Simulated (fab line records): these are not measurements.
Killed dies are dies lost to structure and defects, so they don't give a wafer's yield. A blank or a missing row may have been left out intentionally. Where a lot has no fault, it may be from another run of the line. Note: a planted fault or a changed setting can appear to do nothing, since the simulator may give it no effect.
What tool caused it? + flow nand-harc + 6 lots, 18 wafers sampled, at 4 steps of a route of 1159

## WHAT THE GAUGES READ, wafer by wafer
NHARC_THIN_TSV_CD_MEAS_37.
| lot  | measured     | on        | cd-nm (nm)           |
|------|--------------|-----------|----------------------|
| L327 | day 22 04:40 | cd-sem-01 | 5004.6 5001.0 5003.2 |
| L330 | day 22 06:26 | cd-sem-03 | 4998.1 4998.9 4998.6 |
| L331 | day 22 10:11 | cd-sem-01 | 4995.0 5001.5 4997.2 |
| L334 | day 22 11:33 | cd-sem-03 | 5001.3 5000.7 5001.0 |
| L336 | day 22 09:49 | cd-sem-02 | 5000.2 5002.7 5006.2 |
| L345 | day 23 16:32 | cd-sem-03 | 4998.7 4996.7 4999.4 |

## TOOL THAT RAN EACH LOT (tool first, then ch and the chambers of the sampled wafers, then the start)
| lot  | NHARC_A_STAIRCASE_ETCH_201         | NHARC_THIN_TSV_DESCUM_14           | NHARC_THIN_TSV_PVD_19                   |
|------|------------------------------------|------------------------------------|-----------------------------------------|
| L327 | rie-diel-06 ch 0,1,2, day 11 13:31 | rie-diel-10 ch 0,1,2, day 21 16:44 | pvd-sputter-02, day 22 04:40 or earlier |
| L330 | rie-diel-13 ch 0,2,3, day 12 04:11 | rie-diel-09 ch 0,1,2, day 21 19:16 | pvd-sputter-02, day 22 06:26 or earlier |
| L331 | rie-diel-06 ch 1,2,3, day 12 16:49 | rie-diel-09 ch 0,2,3, day 21 23:05 | pvd-sputter-02, day 22 10:11 or earlier |
| L334 | rie-diel-01 ch 0,1,2, day 13 09:11 | rie-diel-09 ch 0,2,3, day 22 03:37 | pvd-sputter-03, day 22 11:33 or earlier |
| L336 | rie-diel-06 ch 1,2,3, day 13 20:29 | rie-diel-09 ch 0,2, day 22 00:05   | pvd-sputter-03, day 22 09:49 or earlier |
| L345 | rie-diel-01 ch 0,3, day 15 23:04   | rie-diel-12 ch 1,2, day 23 08:47   | pvd-sputter-03, day 23 16:32 or earlier |
- NHARC_A_STAIRCASE_ETCH_201: etches the open film in C4F8/O2, target depth 100 nm, time 40.5 s.
- NHARC_THIN_TSV_DESCUM_14: chemistry O2, time 3 s.
- NHARC_THIN_TSV_PVD_19: deposits TaN, target thk 20 nm.

## THE ANSWER, worked out from the rows above alone
Rule: the usual values come from the lots themselves. Put in order of their means at a reading, lots are off if they are a third of the lots or fewer, leave a main group of 4 or more, and stand apart from it by a gap of 3 or more times the standard deviation of the main group's means; of several such gaps the widest counts. The tables above print the reading to a certain number of digits; a main group whose means all agree to those digits is not used. A lot without any number at a reading at which 4 lots or more have one is off too. Any other lot the step has rows for is counted as sound.
No lot is off on any of the readings shown, so nothing can be concluded from this.

## WHAT THE SIMULATOR HAD INSERTED
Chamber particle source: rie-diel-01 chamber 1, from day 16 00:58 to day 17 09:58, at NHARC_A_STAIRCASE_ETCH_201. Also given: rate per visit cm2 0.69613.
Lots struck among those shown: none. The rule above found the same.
